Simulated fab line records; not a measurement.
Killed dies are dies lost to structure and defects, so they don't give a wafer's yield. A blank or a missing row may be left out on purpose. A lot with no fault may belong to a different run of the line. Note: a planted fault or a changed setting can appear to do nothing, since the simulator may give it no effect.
Code-filled problem report in 8D (eight disciplines) form | flow n5Finfet | the parts of the form that need people (team, actions taken, sign-off) are left out

1. THE ISSUE
Wafers without a fault read 34, standard deviation 10; killed_at_M0_to_M3 at N5_PASSIVATION_PROBE_49 reads a mean of 1110 on 6 wafers belonging to 2 lots. So: +99 or more standard deviations from the usual mean.
The first sign was on wafer L879.1 at day 15 22:59, on prober-02. Wafers with a number at this step in the record: 8, from 3 lots. Rule for "out", or "out of limits": more than 4 standard deviations from the usual mean. Any other wafer with a number is counted as sound.

2. WHAT IT IS, AND WHAT IT ISN'T
question                    | is                                                                                                            | is not
which readings at this step | killed_at_M0_to_M3, defectLimitedYield, killedDies, killedOnRim, sort_bin_5_function, sortNPass, sortYieldPct | killed_at_M4_up, killedAtContacts, killedAtFrontEnd, killedAtOther, killedOpen, killedShort, sort_bin_6_memory
which lots                  | L877, L879                                                                                                    | L884
which wafers of those lots  | all that have a number                                                                                        | -
read on which tools         | prober-02                                                                                                     | prober-01
when                        | from day 15 22:59                                                                                             | up to then (0 sound wafers); but 2 sound wafers of L884 came after

3. WHAT RULES OUT EACH SUSPECT
Counting: a tool at a process step up to the reading stays a suspect if it ran every lot that is out and no sound lot after the first of them.
- rieDiel-04 at N5_BEOL_M3_ETCHBACK_99 (etches SiO2 in CHF3, target depth 5 nm, time 10.4 s): kept. It ran every lot that is out, first L879 (day 11 02:43), and no sound lot after that.
- rieDiel-04 at N5_BEOL_M3_ETCH_70 (etches SOC in N2/H2, target depth 80 nm, overetch 16 nm, time 120 s): kept. It ran every lot that is out, first L879 (day 11 02:44), and no sound lot after that.
- prober-02 at N5_PASSIVATION_PROBE_49: kept. It ran every lot that is out, first L879 (day 15 22:59), and no sound lot after that. Out on those wafers are its own readings of defectLimitedYield, killed_at_M0_to_M3, killedDies, killedOnRim, sort_bin_5_function, sortNPass, sortYieldPct.
Left after counting: rieDiel-04 at N5_BEOL_M3_ETCHBACK_99, rieDiel-04 at N5_BEOL_M3_ETCH_70, prober-02 at N5_PASSIVATION_PROBE_49.

4. THE CAUSE (what the simulator had put in)
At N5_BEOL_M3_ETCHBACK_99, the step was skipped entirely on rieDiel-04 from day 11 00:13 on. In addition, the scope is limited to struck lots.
Of the 3 suspects that counting leaves, this tool is one.

5. THE EFFECT CHAIN, in route order
Each row: a reading where the mean over the struck wafers with a number is more than 3 standard deviations away from the usual. Scope: only readings with a usual standard deviation given in the record; hours: median across lots of the time from each lot's start at the first step in this table that gives one to its start at this step; sigmas: change in usual standard deviations.
hours | step                    | reading             | usual  | on struck wafers | change | sigmas
0     | N5_PASSIVATION_PROBE_49 | defectLimitedYield  | 91.2 % | 0.0              | -91.2  | -70
0     | N5_PASSIVATION_PROBE_49 | killed_at_M0_to_M3  | 34     | 1110             | +1076  | +99 or more
0     | N5_PASSIVATION_PROBE_49 | killedDies          | 104    | 1180             | +1076  | +67
0     | N5_PASSIVATION_PROBE_49 | killedOnRim         | 14     | 152              | +138   | +33
0     | N5_PASSIVATION_PROBE_49 | sort_bin_5_function | 5.1 %  | 96.5             | +91.4  | +99 or more
0     | N5_PASSIVATION_PROBE_49 | sortNPass           | 1076   | 0                | -1076  | -67
0     | N5_PASSIVATION_PROBE_49 | sortYieldPct        | 91.2 % | 0.0              | -91.2  | -70
Here are the process steps it includes:
- N5_PASSIVATION_PROBE_49
Readings that are blank on the struck wafers while sound wafers have them: CHF3_flow_sccm at N5_BEOL_M3_ETCHBACK_99; biasW at N5_BEOL_M3_ETCHBACK_99; drypumpMotorCurrentA at N5_BEOL_M3_ETCHBACK_99; oes_ar_750_au at N5_BEOL_M3_ETCHBACK_99; oesProductAu at N5_BEOL_M3_ETCHBACK_99; rfVppV at N5_BEOL_M3_ETCHBACK_99; showerheadPlenumPTorr at N5_BEOL_M3_ETCHBACK_99; throttleValvePct at N5_BEOL_M3_ETCHBACK_99.

6. WHAT WOULD HAVE CAUGHT IT SOONER
119 hours passed between the start of the fault at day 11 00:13 and the first reading out of limits in this record, taken at day 15 22:59.
At N5_BEOL_M3_ETCHBACK_99 the tool's readings are blank on the struck wafers, where sound wafers have them: an empty tool record is the first sign, and it was there at once.
The start of N5_BEOL_M3_ETCHBACK_99 on rieDiel-04 came by day 15 22:59 for every one of the lots that are out (2). Holding the tool at that point would not have protected any of them.
